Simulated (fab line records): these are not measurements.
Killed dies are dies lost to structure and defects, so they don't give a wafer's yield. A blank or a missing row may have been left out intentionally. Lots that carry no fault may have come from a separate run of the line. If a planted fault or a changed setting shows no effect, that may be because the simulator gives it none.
Which tool was responsible?	flow nand-harc	72 wafers from 24 lots sampled at 5 of the route's 1159 steps

WHAT THE GAUGES SHOWED, per wafer
NHARC_A_M1_CD_MEAS_09 targets a cd of 120 nm. Usual: 120.0 nm for cd-nm, sd 0.75.
lot	measured	on	cd-nm (nm)	flag
L074	day 17 17:58	cd-sem-03	120.5 120.3 120.1	
L076	day 17 20:22	cd-sem-01	119.7 120.9 120.1	
L075	day 17 20:48	cd-sem-02	121.0 120.5 120.7	
L077	day 17 23:36	cd-sem-01	119.8 120.3 120.2	
L079	day 18 05:25	cd-sem-03	120.2 119.1 118.7	
L078	day 18 17:01	cd-sem-02	120.7 119.9 120.5	
L080	day 18 21:56	cd-sem-01	119.6 119.4 120.1	
L081	day 19 08:34	cd-sem-02	118.9 118.8 119.4	
L082	day 19 21:13	cd-sem-03	118.9 119.1 118.4	
L084	day 20 03:45	cd-sem-03	120.8 120.9 120.7	
L083	day 20 03:55	cd-sem-03	120.1 120.3 120.2	
L088	day 20 08:23	cd-sem-01	119.5 120.3 118.8	
L087	day 20 09:06	cd-sem-01	119.6 119.8 118.8	
L086	day 20 11:32	cd-sem-01	119.7 118.9 118.5	
L089	day 20 22:16	cd-sem-02	119.9 119.8 119.4	
L085	day 20 22:26	cd-sem-01	121.3 120.9 120.6	
L091	day 21 16:31	cd-sem-02	119.9 120.8 119.5	
L090	day 21 20:55	cd-sem-02	119.3 119.9 119.0	
L093	day 22 07:30	cd-sem-03	120.6 120.0 119.4	
L092	day 22 08:04	cd-sem-01	119.0 118.8 119.1	
L094	day 22 14:06	cd-sem-03	120.7 120.4 120.7	
L097	day 23 06:35	cd-sem-02	120.8 120.3 120.9	
L095	day 24 00:05	cd-sem-02	119.8 121.5 120.8	
L096	day 24 07:37	cd-sem-01	120.1 119.8 120.2	

NHARC_A_M1_THK_MEAS_24: measures by xrf. Usual: 153.8 nm for thk-nm, sd 1.4.
lot	measured	on	thk-nm (nm)	flag
L074	day 17 21:03	film-metro-02	153.2 153.0 154.7	
L076	day 17 23:00	film-metro-02	153.9 151.9 153.9	
L075	day 17 23:23	film-metro-01	154.0 155.6 156.1	
L077	day 18 02:12	film-metro-02	153.1 154.4 154.7	
L079	day 18 08:04	film-metro-02	154.2 153.4 153.4	
L078	day 18 19:40	film-metro-01	153.5 150.8 152.7	
L080	day 19 00:34	film-metro-02	156.5 153.9 155.0	
L081	day 19 11:11	film-metro-02	153.3 155.8 153.7	
L082	day 20 01:10	film-metro-01	153.9 155.0 155.3	
L084	day 20 06:22	film-metro-01	154.3 153.6 151.7	
L083	day 20 06:48	film-metro-01	152.7 154.8 152.8	
L088	day 20 11:09	film-metro-01	152.6 154.1 152.9	
L087	day 20 11:49	film-metro-02	151.4 150.6 152.6	
L086	day 20 14:14	film-metro-01	154.8 154.7 154.3	
L089	day 21 01:08	film-metro-01	153.7 153.1 153.9	
L085	day 21 01:17	film-metro-01	152.7 155.5 152.7	
L091	day 21 19:07	film-metro-02	154.8 153.5 154.8	
L090	day 21 23:32	film-metro-01	156.0 155.2 155.2	
L093	day 22 10:08	film-metro-02	151.8 152.0 153.2	
L092	day 22 11:01	film-metro-02	155.3 153.0 152.8	
L094	day 22 16:43	film-metro-01	153.7 154.6 155.9	
L097	day 23 09:44	film-metro-02	154.7 151.9 151.8	
L095	day 24 02:41	film-metro-01	156.6 154.3 155.1	
L096	day 24 10:19	film-metro-01	152.4 155.3 151.5	

WHICH TOOL RAN EACH LOT (tool, then ch and the chambers of the sampled wafers, then the start)
lot	NHARC_A_CONTACT_STRIP_26	NHARC_A_BLC_ETCH_16	NHARC_A_M1_PRE_CLEAN_30
L074	rie-diel-08 ch 0,1, day 17 08:13 or earlier	rie-diel-03 ch 2,3, day 17 08:13	pvd-sputter-03, day 17 21:03 or earlier
L076	rie-diel-04 ch 2,3, day 17 11:51 or earlier	rie-diel-12 ch 0,3, day 17 11:51	pvd-sputter-03, day 17 23:00 or earlier
L075	rie-diel-04 ch 0,1,3, day 17 12:47 or earlier	rie-diel-12 ch 0,1,3, day 17 12:47	pvd-sputter-02, day 17 23:23 or earlier
L077	rie-diel-08 ch 0,2, day 17 15:22 or earlier	rie-diel-12 ch 1,3, day 17 15:22	pvd-sputter-03, day 18 02:12 or earlier
L079	rie-diel-08 ch 0,2, day 17 21:43 or earlier	rie-diel-12 ch 1,2, day 17 21:43	pvd-sputter-01, day 18 08:04 or earlier
L078	rie-diel-08 ch 0,1,3, day 18 03:53 or earlier	rie-diel-03 ch 0,1,2, day 18 03:53	pvd-sputter-01, day 18 19:40 or earlier
L080	rie-diel-04 ch 0,1,3, day 18 13:22 or earlier	rie-diel-05 ch 1,2,3, day 18 13:22	pvd-sputter-01, day 19 00:34 or earlier
L081	rie-diel-08 ch 1,2,3, day 18 23:08 or earlier	rie-diel-12 ch 0,1,3, day 18 23:08	pvd-sputter-01, day 19 11:11 or earlier
L082	rie-diel-06 ch 0,2,3, day 19 13:26 or earlier	rie-diel-03 ch 0,2,3, day 19 13:26	pvd-sputter-03, day 20 01:10 or earlier
L084	rie-diel-08 ch 0,1,2, day 19 16:41 or earlier	rie-diel-03 ch 0,1,2, day 19 16:41	pvd-sputter-01, day 20 06:22 or earlier
L083	rie-diel-04 ch 1,2,3, day 19 16:59 or earlier	rie-diel-12 ch 1,2,3, day 19 16:59	pvd-sputter-01, day 20 06:48 or earlier
L088	rie-diel-08 ch 0,1,2, day 20 00:30 or earlier	rie-diel-03 ch 1,2,3, day 20 00:30	pvd-sputter-02, day 20 11:09 or earlier
L087	rie-diel-08 ch 0,1,3, day 20 01:15 or earlier	rie-diel-12 ch 0,1,3, day 20 01:15	pvd-sputter-02, day 20 11:49 or earlier
L086	rie-diel-08 ch 0,2,3, day 20 03:40 or earlier	rie-diel-03 ch 1,2,3, day 20 03:40	pvd-sputter-03, day 20 14:14 or earlier
L089	rie-diel-08 ch 1,2, day 20 14:09 or earlier	rie-diel-03 ch 0,1,2, day 20 14:09	pvd-sputter-02, day 21 01:08 or earlier
L085	rie-diel-08 ch 1,2,3, day 20 14:28 or earlier	rie-diel-12 ch 0,1,2, day 20 14:28	pvd-sputter-01, day 21 01:17 or earlier
L091	rie-diel-08 ch 1,2,3, day 20 22:04 or earlier	rie-diel-12 ch 2,3, day 20 22:04	pvd-sputter-01, day 21 19:07 or earlier
L090	rie-diel-04 ch 2,3, day 21 13:04 or earlier	rie-diel-12 ch 0,3, day 21 13:04	pvd-sputter-02, day 21 23:32 or earlier
L093	rie-diel-08 ch 1,2, day 21 20:55 or earlier	rie-diel-12 ch 1,3, day 21 20:55	pvd-sputter-02, day 22 10:08 or earlier
L092	rie-diel-04 ch 1,2,3, day 21 21:43 or earlier	rie-diel-03 ch 0,1,2, day 21 21:43	pvd-sputter-01, day 22 11:01 or earlier
L094	rie-diel-08 ch 0,2, day 22 05:31 or earlier	rie-diel-12 ch 1,3, day 22 05:31	pvd-sputter-03, day 22 16:43 or earlier
L097	rie-diel-08 ch 0,1,3, day 22 20:11 or earlier	rie-diel-03 ch 0,1, day 22 20:11	pvd-sputter-03, day 23 09:44 or earlier
L095	rie-diel-04 ch 1,2, day 23 15:02 or earlier	rie-diel-03 ch 0,2,3, day 23 15:02	pvd-sputter-02, day 24 02:41 or earlier
L096	rie-diel-08 ch 0,3, day 23 19:49 or earlier	rie-diel-12 ch 0,2,3, day 23 19:49	pvd-sputter-01, day 24 10:19 or earlier
- NHARC_A_CONTACT_STRIP_26: strips in O2.
- NHARC_A_BLC_ETCH_16: etches the open film in CF4, target depth 39 nm, time 65 s.
- NHARC_A_M1_PRE_CLEAN_30: time 30 s.

WHAT THE TOOLS THEMSELVES READ (means of the sampled wafers that have a number; where no wafer has one, the mark that the record gives instead)
NHARC_A_CONTACT_STRIP_26. Usual: drypump-motor-current-A 5.9 A, standard deviation 0.47; oes-product-au 0.998 a.u., standard deviation 0.011; rf-vpp-V 57.6 V, standard deviation 0.92; showerhead-plenum-p-Torr 3.52 Torr, standard deviation 0.14; throttle-valve-pct 17.036 %, standard deviation 0.0092.
lot	tool	drypump-motor-current-A (A)	oes-product-au (a.u.)	rf-vpp-V (V)	showerhead-plenum-p-Torr (Torr)	throttle-valve-pct (%)	flag
L074	rie-diel-08	6.2	0.989	57.6	3.44	17.034	
L076	rie-diel-04	5.7	1.000	58.2	3.71	17.024	
L075	rie-diel-04	5.7	0.985	57.9	3.56	17.048	
L077	rie-diel-08	5.8	1.007	57.5	3.51	17.036	
L079	rie-diel-08	5.4	1.001	57.7	3.62	17.045	
L078	rie-diel-08	6.2	1.002	57.5	3.41	17.040	
L080	rie-diel-04	5.7	0.999	57.6	3.56	17.040	
L081	rie-diel-08	5.7	0.994	56.6	3.51	17.035	
L082	rie-diel-06	5.7	1.003	57.6	3.58	17.032	
L084	rie-diel-08	5.8	0.994	57.2	3.52	17.028	
L083	rie-diel-04	5.7	0.993	57.8	3.60	17.039	
L088	rie-diel-08	5.8	0.992	57.9	3.52	17.038	
L087	rie-diel-08	6.2	1.007	57.1	3.40	17.043	
L086	rie-diel-08	5.8	1.006	57.6	3.49	17.035	
L089	rie-diel-08	5.8	0.993	57.3	3.53	17.030	
L085	rie-diel-08	5.8	0.997	57.8	3.50	17.042	
L091	rie-diel-08	5.7	0.992	58.0	3.50	17.043	
L090	rie-diel-04	5.7	0.997	59.1	3.70	17.031	
L093	rie-diel-08	5.3	1.002	58.0	3.62	17.044	
L092	rie-diel-04	5.7	0.997	56.8	3.60	17.024	
L094	rie-diel-08	5.8	1.013	57.9	3.50	17.034	
L097	rie-diel-08	6.2	1.008	57.5	3.40	17.036	
L095	rie-diel-04	5.6	0.990	57.4	3.63	17.039	
L096	rie-diel-08	6.2	1.016	56.9	3.37	17.038	

NHARC_A_BLC_ETCH_16. Usual: drypump-motor-current-A 5.6 A, standard deviation 0.42; oes-product-au 0.996 a.u., standard deviation 0.01; rf-vpp-V 150.8 V, standard deviation 1.3; showerhead-plenum-p-Torr 1.73 Torr, standard deviation 0.073; throttle-valve-pct 13.283 %, standard deviation 0.009.
lot	tool	drypump-motor-current-A (A)	oes-product-au (a.u.)	rf-vpp-V (V)	showerhead-plenum-p-Torr (Torr)	throttle-valve-pct (%)	flag
L074	rie-diel-03	5.9	0.994	152.7	1.83	13.284	
L076	rie-diel-12	5.2	1.005	150.1	1.69	13.278	
L075	rie-diel-12	5.3	1.001	149.9	1.69	13.277	
L077	rie-diel-12	5.1	0.994	150.4	1.70	13.275	
L079	rie-diel-12	5.8	0.994	151.3	1.81	13.280	
L078	rie-diel-03	5.7	0.989	150.9	1.72	13.284	
L080	rie-diel-05	5.6	1.000	151.5	1.76	13.282	
L081	rie-diel-12	5.3	0.990	150.4	1.69	13.287	
L082	rie-diel-03	5.8	0.995	151.3	1.76	13.278	
L084	rie-diel-03	5.7	0.993	150.0	1.72	13.287	
L083	rie-diel-12	5.4	0.993	151.4	1.76	13.284	
L088	rie-diel-03	5.8	1.001	151.2	1.78	13.285	
L087	rie-diel-12	5.3	1.000	150.2	1.69	13.288	
L086	rie-diel-03	5.8	1.002	151.2	1.78	13.282	
L089	rie-diel-03	5.7	0.993	150.5	1.72	13.281	
L085	rie-diel-12	5.7	1.004	151.3	1.74	13.281	
L091	rie-diel-12	5.8	0.984	152.2	1.81	13.287	
L090	rie-diel-12	5.2	0.997	151.1	1.69	13.279	
L093	rie-diel-12	5.1	0.993	150.8	1.70	13.285	
L092	rie-diel-03	5.7	0.989	150.1	1.72	13.283	
L094	rie-diel-12	5.1	0.993	151.1	1.70	13.278	
L097	rie-diel-03	5.4	1.000	149.9	1.68	13.286	
L095	rie-diel-03	5.8	0.994	151.8	1.76	13.280	
L096	rie-diel-12	5.6	0.988	151.2	1.74	13.287	

NHARC_A_M1_PRE_CLEAN_30. Usual: 426 W for heater-power-w, sd 46.
lot	tool	heater-power-w (W)	flag
L074	pvd-sputter-03	450	
L076	pvd-sputter-03	472	
L075	pvd-sputter-02	440	
L077	pvd-sputter-03	406	
L079	pvd-sputter-01	424	
L078	pvd-sputter-01	419	
L080	pvd-sputter-01	428	
L081	pvd-sputter-01	446	
L082	pvd-sputter-03	383	
L084	pvd-sputter-01	446	
L083	pvd-sputter-01	427	
L088	pvd-sputter-02	428	
L087	pvd-sputter-02	438	
L086	pvd-sputter-03	434	
L089	pvd-sputter-02	431	
L085	pvd-sputter-01	406	
L091	pvd-sputter-01	447	
L090	pvd-sputter-02	410	
L093	pvd-sputter-02	430	
L092	pvd-sputter-01	431	
L094	pvd-sputter-03	408	
L097	pvd-sputter-03	402	
L095	pvd-sputter-02	435	
L096	pvd-sputter-01	435	

THE ANSWER, worked out from the rows above alone
Rule: a lot is off if the mean of its wafers that have a number lies more than 3 standard deviations from the usual mean. Also off: a lot with no number at a reading for which 4 or more lots have one. All remaining lots with rows at the step are treated as sound. First the gauges in route order, then the tools' own readings, where a lot's mean is used as printed above. At the first step where some lot is off, the reading lying furthest off is the one used; lots without a number count as furthest.
No lot is off at any reading shown: from this, nothing can be told.

WHAT THE SIMULATOR PUT IN
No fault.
